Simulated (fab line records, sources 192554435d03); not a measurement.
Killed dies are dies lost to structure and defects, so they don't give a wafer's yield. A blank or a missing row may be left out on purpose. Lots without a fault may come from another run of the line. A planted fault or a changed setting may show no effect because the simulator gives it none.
Split-lot experiment | flow n5_finfet | 7 lots, 21 wafers read, on a route of 1938 steps

THE SPLIT
At N5_BEOL_M10_COAT_63 (time 60 s, resist thk 100 nm), the setting spin_rpm was moved away from the recipe's 1500 rpm on 4 of the 21 wafers read, by -10.6% to +6.3%. The other wafers ran this setting at the recipe's value.

FROM THE SPLIT TO THE READING: what the file shows between them, 4 steps
- N5_BEOL_M10_COAT_64: time 60 s, resist thk 30 nm
- N5_BEOL_M10_COAT_22: resist thk 90 nm
- N5_BEOL_M10_DESCUM_33: chemistry O2, time 7.9 s
- N5_BEOL_M10_ETCH_65: etches SiARC in CF4, target depth 39 nm, time 65 s

THE READING
etch.depth_nm (the simulator's own value, which no gauge read), in nm, at N5_BEOL_M10_ETCH_66 (etches SOC in N2/H2, target depth 120 nm, overetch 24 nm, time 180 s). The file gives no usual value for it. The 17 wafers here that ran the recipe average 99.95 nm, standard deviation 0.24 nm.

wafer  | tool, chamber at the split | spin_rpm as run, rpm | against the recipe | etch.depth_nm, nm | against lot-mates on the recipe
L083.3 | litho_track-03, 0          | 1595                 | +6.3%              | 97.6              | -3.10
L083.4 | litho_track-03, 0          | 1500                 | recipe             | 100.7             | -
L083.6 | litho_track-03, 0          | 1595                 | +6.3%              | 97.41             | -3.29
L090.1 | litho_track-02, 0          | 1500                 | recipe             | 99.73             | -
L090.2 | litho_track-02, 0          | 1500                 | recipe             | 99.95             | -
L090.6 | litho_track-02, 0          | 1500                 | recipe             | 99.74             | -
L091.2 | litho_track-02, 0          | 1500                 | recipe             | 99.88             | -
L091.4 | litho_track-02, 0          | 1500                 | recipe             | 99.95             | -
L091.5 | litho_track-02, 0          | 1500                 | recipe             | 99.98             | -
L089.2 | litho_track-05, 0          | 1500                 | recipe             | 100.1             | -
L089.5 | litho_track-05, 0          | 1341                 | -10.6%             | 105.9             | +5.86
L089.6 | litho_track-05, 0          | 1500                 | recipe             | 99.98             | -
L092.1 | litho_track-02, 0          | 1500                 | recipe             | 99.92             | -
L092.3 | litho_track-02, 0          | 1500                 | recipe             | 99.89             | -
L092.5 | litho_track-02, 0          | 1551                 | +3.4%              | 98.25             | -1.66
L094.2 | litho_track-05, 0          | 1500                 | recipe             | 99.78             | -
L094.4 | litho_track-05, 0          | 1500                 | recipe             | 99.65             | -
L094.6 | litho_track-05, 0          | 1500                 | recipe             | 99.65             | -
L097.1 | litho_track-02, 0          | 1500                 | recipe             | 100               | -
L097.2 | litho_track-02, 0          | 1500                 | recipe             | 100.1             | -
L097.4 | litho_track-02, 0          | 1500                 | recipe             | 100.1             | -

THE FIT
A straight line over all 21 wafers: etch.depth_nm changes by -0.492 nm for each +1% of spin_rpm; r = -0.98; the points scatter about the line by 0.34 nm.
The same after taking each lot's own level away (the mean of its wafers on the recipe; 21 wafers): -0.531 nm for each +1%; r = -1.00; scatter 0.099 nm.
On that fit, the largest move of spin_rpm shifts the reading by 5.6 nm.
The lots' own levels span 99.693 to 100.700 nm, that is 4.3 times the standard deviation above.
So the lot-to-lot level changes the slope little: the two slopes agree.
Check: with one of the wafers moved furthest among these (-10.6%) left out of the fit, the line predicts +5.33 nm for it against its lot-mates. It came out at +5.86 nm against them.

OTHER SPLITS ON THESE WAFERS
These wafers also went through other splits before the reading. Each is held against what the fit with the lots' levels taken away leaves over:
other split on the same wafers | wafers away from the commonest value | r with etch.depth_nm (lot level and that fit taken away)
N5_BEOL_M9_COAT_60 spin_rpm    | 3                                    | +0.01
N5_BEOL_M9_COAT_22 spin_rpm    | 4                                    | -0.12
N5_BEOL_M9_EXPOSE_25 dose_mj   | 8                                    | +0.08

THE WHOLE CHAIN: every reading that the file lists as answering this split, in the file's order
step                | what it does                                                         | reading                                                                         | change (the file's fit)               | r (the file's)
N5_BEOL_M10_COAT_63 | time 60 s, resist thk 100 nm                                         | SOC_of_BEOL_M10_COAT_63.thk_nm (the simulator's own value, which no gauge read) | -0.543 nm for each +1% of the setting | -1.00
N5_BEOL_M10_ETCH_66 | etches SOC in N2/H2, target depth 120 nm, overetch 24 nm, time 180 s | etch.depth_nm (the simulator's own value, which no gauge read)                  | -0.538 nm for each +1% of the setting | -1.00

THE FILE'S OWN FIT
etch.depth_nm changes by -0.538 nm for each +1% of spin_rpm, r = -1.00.
